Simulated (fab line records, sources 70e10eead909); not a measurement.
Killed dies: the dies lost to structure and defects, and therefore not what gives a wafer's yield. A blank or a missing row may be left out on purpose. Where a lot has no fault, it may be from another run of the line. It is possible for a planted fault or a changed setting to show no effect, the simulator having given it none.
Which tool was responsible? ; flow nandHarc ; 12 lots, 36 wafers sampled, at 5 steps of a route of 1159

## WHAT EACH GAUGE READ, for each wafer
NHARC_END_SORT_01. Usual: defectLimitedYield 95.1 %, standard deviation 1.3; killedAtArray 29, standard deviation 8.4; killedAtOther 0.7, standard deviation 1.2; killedAtPeriphery 3.8, standard deviation 2.1; killedDies 33, standard deviation 9; killedOpen 3.4, standard deviation 2; killedShort 2.1, standard deviation 1.4; sort_bin_2_pct 1.5 %, standard deviation 0.56; sort_bin_3_pct 0.26 %, standard deviation 0.2; sort_bin_4_pct 3.1 %, standard deviation 0.91; sortNPass 644, standard deviation 9; sortRimYieldPct 96.2 %, standard deviation 2.2; sortYieldPct 95.1 %, standard deviation 1.3.
lot;measured;on;defectLimitedYield (%);killedAtArray;killedAtOther;killedAtPeriphery;killedDies;killedOpen;killedShort;sort_bin_2_pct (%);sort_bin_3_pct (%);sort_bin_4_pct (%);sortNPass;sortRimYieldPct (%);sortYieldPct (%);flag
L282;day 23 15:04;prober-02;89.5 96.3 96.3;16 16 19;6 7 1;49 2 5;71 25 25;4 6 4;0 2 3;3.4 1.3 0.6;3.40 0.15 0;3.7 2.2 3.1;606 652 652;81.1 94.3 97.2;89.5 96.3 96.3;OFF

## WHICH TOOL RAN EACH LOT (tool, then ch and the chambers of the sampled wafers, then the start)
lot;NHARC_P_BONDPAD_PVD_27;NHARC_THIN_TSV_ANNEAL_52;NHARC_THIN_TSV_ETCH_59;NHARC_THIN_TSV_STRIP_56
L266;pvdSputter-02, day 6 11:17;rtpAnneal-02 ch 0, day 19 12:07;rieMetal-02 ch 0,1, day 19 14:25;plasmaAsher-01 ch 0,1, day 19 14:53
L268;pvdSputter-01, day 6 18:22;rtpAnneal-02 ch 0, day 19 16:53;rieMetal-01 ch 1, day 19 19:08;plasmaAsher-02 ch 1, day 19 19:47
L270;pvdSputter-01, day 7 06:31;rtpAnneal-01 ch 0, day 19 12:50;rieMetal-01 ch 1, day 19 15:05;plasmaAsher-01 ch 0,1, day 19 15:43
L272;pvdSputter-02, day 7 21:23;rtpAnneal-02 ch 0, day 20 00:56;rieMetal-02 ch 0,1, day 20 03:10;plasmaAsher-02 ch 0, day 20 03:49
L273;pvdSputter-01, day 8 07:50;rtpAnneal-01 ch 0, day 21 03:37;rieMetal-03 ch 0,1, day 21 05:50;plasmaAsher-01 ch 0,1, day 21 06:11
L274;pvdSputter-03, day 8 08:56;rtpAnneal-02 ch 0, day 20 22:11;rieMetal-01 ch 0,1, day 21 00:19;plasmaAsher-02 ch 0,1, day 21 00:41
L276;pvdSputter-02, day 8 22:20;rtpAnneal-02 ch 0, day 21 10:46;rieMetal-01 ch 0,1, day 21 12:53;plasmaAsher-01 ch 0, day 21 13:14
L279;pvdSputter-02, day 9 17:32;rtpAnneal-01 ch 0, day 21 13:10;rieMetal-03 ch 0, day 21 15:24;plasmaAsher-01 ch 0,1, day 21 15:46
L282;pvdSputter-01, day 10 15:52;rtpAnneal-02 ch 0, day 22 15:41;rieMetal-02 ch 0, day 22 17:55;plasmaAsher-01 ch 0,1, day 22 18:14
L284;pvdSputter-02, day 11 01:20;rtpAnneal-01 ch 0, day 23 01:47;rieMetal-03 ch 0, day 23 04:01;plasmaAsher-01 ch 0,1, day 23 04:26
L287;pvdSputter-03, day 11 11:26;rtpAnneal-02 ch 0, day 23 09:05;rieMetal-01 ch 0,1, day 23 11:11;plasmaAsher-01 ch 0,1, day 23 11:49
L289;pvdSputter-03, day 12 02:07;rtpAnneal-01 ch 0, day 23 21:23;rieMetal-03 ch 0,1, day 23 23:29;plasmaAsher-02 ch 0,1, day 23 23:51
- NHARC_P_BONDPAD_PVD_27: deposits Cu, target thk 30 nm, time 20.49 s.
- NHARC_THIN_TSV_ANNEAL_52: time 90 s.
- NHARC_THIN_TSV_ETCH_59: etches the open film in Cl2/BCl3, target depth 880 nm, time 138.1 s.
- NHARC_THIN_TSV_STRIP_56: strips in O2.

## WHAT THE TOOLS THEMSELVES READ (means of the sampled wafers that have a number; where no wafer has one, the mark that the record gives instead)
NHARC_P_BONDPAD_PVD_27. Usual: 30.1 % for throttleValvePct, sd 1.
lot;tool;throttleValvePct (%);flag
L266;pvdSputter-02;30.2;
L268;pvdSputter-01;29.5;
L270;pvdSputter-01;30.0;
L272;pvdSputter-02;30.1;
L273;pvdSputter-01;29.7;
L274;pvdSputter-03;30.9;
L276;pvdSputter-02;30.9;
L279;pvdSputter-02;30.8;
L282;pvdSputter-01;30.5;
L284;pvdSputter-02;29.5;
L287;pvdSputter-03;30.2;
L289;pvdSputter-03;29.8;

NHARC_THIN_TSV_ANNEAL_52. Usual: 225.96 for wafer_temp_C_max, sd 0.23.
lot;tool;wafer_temp_C_max;flag
L266;rtpAnneal-02;226.19;
L268;rtpAnneal-02;226.04;
L270;rtpAnneal-01;226.00;
L272;rtpAnneal-02;225.88;
L273;rtpAnneal-01;226.07;
L274;rtpAnneal-02;225.89;
L276;rtpAnneal-02;225.94;
L279;rtpAnneal-01;225.95;
L282;rtpAnneal-02;225.79;
L284;rtpAnneal-01;225.81;
L287;rtpAnneal-02;225.91;
L289;rtpAnneal-01;225.88;

NHARC_THIN_TSV_ETCH_59. Usual: drypumpMotorCurrentA 5.4 A, standard deviation 0.34; oesProductAu 1.000 a.u., standard deviation 0.012; throttleValvePct 22.265 %, standard deviation 0.0088.
lot;tool;drypumpMotorCurrentA (A);oesProductAu (a.u.);throttleValvePct (%);flag
L266;rieMetal-02;5.4;0.984;22.268;
L268;rieMetal-01;5.7;1.006;22.274;
L270;rieMetal-01;5.7;0.996;22.261;
L272;rieMetal-02;5.4;0.990;22.270;
L273;rieMetal-03;5.3;1.011;22.260;
L274;rieMetal-01;5.4;1.011;22.269;
L276;rieMetal-01;5.6;1.007;22.271;
L279;rieMetal-03;5.5;0.999;22.260;
L282;rieMetal-02;4.8;0.981;22.260;
L284;rieMetal-03;5.5;1.012;22.255;
L287;rieMetal-01;5.6;1.003;22.259;
L289;rieMetal-03;5.3;1.011;22.270;

NHARC_THIN_TSV_STRIP_56. Usual: drypumpMotorCurrentA 5.8 A, standard deviation 0.49; heaterPowerW 331 W, standard deviation 14.
lot;tool;drypumpMotorCurrentA (A);heaterPowerW (W);flag
L266;plasmaAsher-01;5.8;357;
L268;plasmaAsher-02;6.6;333;
L270;plasmaAsher-01;5.8;356;
L272;plasmaAsher-02;5.1;323;
L273;plasmaAsher-01;5.9;336;
L274;plasmaAsher-02;6.1;331;
L276;plasmaAsher-01;5.9;335;
L279;plasmaAsher-01;5.8;327;
L282;plasmaAsher-01;5.8;333;
L284;plasmaAsher-01;5.8;335;
L287;plasmaAsher-01;5.8;335;
L289;plasmaAsher-02;5.6;308;

## THE ANSWER, worked out from the rows above alone
Rule: take the mean of a lot's wafers that have a number; if it is more than 3 standard deviations from the usual mean, the lot is off. Also off: a lot with no number at a reading for which 4 or more lots have one. Where the step has rows for the other lots, those lots are counted as sound. After the gauges, taken in route order, come the tools' own readings; for these a lot's mean is taken, as printed above. At the first step where some lot is off, the reading lying furthest off is the one used; lots without a number count as furthest.
Off at NHARC_END_SORT_01 (killedAtPeriphery): L282. Neither off nor sound, because the step has no rows for them: L266, L268, L270, L272, L273, L274, L276, L279, L284, L287, L289.
A tool fits if, at a process step before that reading, it ran every lot that is off, and no sound lot after the first of them. Those tools and the gauges at NHARC_END_SORT_01 are tried in the same way. Can't be told from this: 5 tools fit, pvdSputter-01 at NHARC_P_BONDPAD_PVD_27, rtpAnneal-02 at NHARC_THIN_TSV_ANNEAL_52, rieMetal-02 at NHARC_THIN_TSV_ETCH_59, plasmaAsher-01 at NHARC_THIN_TSV_STRIP_56, prober-02 at NHARC_END_SORT_01.

## WHAT WAS PUT IN BY THE SIMULATOR
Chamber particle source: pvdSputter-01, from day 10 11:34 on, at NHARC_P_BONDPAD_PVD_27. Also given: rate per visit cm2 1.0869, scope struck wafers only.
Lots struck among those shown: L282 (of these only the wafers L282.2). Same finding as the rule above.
